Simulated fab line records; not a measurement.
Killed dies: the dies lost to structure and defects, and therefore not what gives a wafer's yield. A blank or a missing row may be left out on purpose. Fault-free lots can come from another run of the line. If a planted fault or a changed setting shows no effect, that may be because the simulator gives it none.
2 desks, one fault	flow n5-finfet	numbers are kept per desk, each desk with only its own; the story behind them comes last

== THE TOOL OWNER'S DESK: rie-diel-04 ==
The tool's own readings at N5_BEOL_M6_TRENCH_ETCH_37 (etches SiCOH lowk in C4F6/O2, target depth 94.435 nm, time 31.5 s): means of the sampled wafers that have a number, for each lot that ran on this tool. A lot is out of limits, marked OUT, if its mean lies more than 4 standard deviations from the usual mean; the brackets give that distance.
Columns: A = drypump-motor-current-A at N5_BEOL_M6_TRENCH_ETCH_37, usual 5.9 A; B = oes-product-au at N5_BEOL_M6_TRENCH_ETCH_37, usual 0.81 a.u.; C = rf-fwd-power-W at N5_BEOL_M6_TRENCH_ETCH_37, usual 340.2 W; D = rf-vpp-V at N5_BEOL_M6_TRENCH_ETCH_37, usual 666 V; E = showerhead-plenum-p-Torr at N5_BEOL_M6_TRENCH_ETCH_37, usual 2.86 Torr; F = throttle-valve-pct at N5_BEOL_M6_TRENCH_ETCH_37, usual 20.87 %
lot	first seen here	A	B	C	D	E	F
L458	day 10 21:23	5.8	0.86	340.4	668	2.84	20.97
L462	day 11 21:38	5.6	0.77	338.6	682	2.76	20.84
L463	day 11 23:42	6.3	0.89	340.7	655	2.90	21.14
L467	day 13 04:43	5.6	0.81	319.8 (-14) OUT	702	2.83	20.80
This desk finds L467 out of limits, L467 being first, at day 13 04:43 (rf-fwd-power-W at N5_BEOL_M6_TRENCH_ETCH_37). Within limits: L458, L462, L463.

== METROLOGY DESK ==
What the gauges read, lot by lot, whatever tool the lot ran on: means of the sampled wafers that have a number. A lot is out of limits, marked OUT, if its mean lies more than 4 standard deviations from the usual mean; the brackets give that distance.
Columns: A = trench-depth-nm at N5_BEOL_M6_OCD_MEAS_38, usual 94.4 nm; B = M6_THK at N5_BEOL_M6_THK_MEAS_53, usual 81.4 nm; C = M6_RS at N5_BEOL_M6_RS_MEAS_57, usual 0.285 ohm/sq
lot	first seen here	A	B	C
L451	day 9 02:42	95.3	81.9	0.282
L452	day 9 09:53	91.9	78.4	0.298
L454	day 9 20:28	94.5	81.6	0.283
L456	day 10 16:11	93.9	81.5	0.281
L458	day 10 21:33	95.0	81.1	0.283
L462	day 11 21:47	94.8	81.1	0.288
L463	day 11 23:52	96.3	84.1	0.276
L467	day 13 04:52	93.5	80.0	0.291
L472	day 14 17:37	94.3	82.2	0.282
This desk found nothing out of limits on any of the 9 lots.

== TAKEN TOGETHER ==
On L467, at day 13 04:43, an alarm was possible from the tool owner's desk.
Nothing out of limits was seen by the metrology desk.
The metrology desk holds a record of L467, inside its limits.
On rie-diel-04, each named lot ran N5_BEOL_M6_TRENCH_ETCH_37.

== WHAT THE SIMULATOR HAD PUT IN ==
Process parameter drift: rie-diel-04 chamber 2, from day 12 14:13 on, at N5_BEOL_M6_TRENCH_ETCH_37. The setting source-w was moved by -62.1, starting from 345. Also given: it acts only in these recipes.
Shown lots that were struck: L467.
Each desk's first reading out of limits, in hours after the fault started: the tool owner's desk, 14.
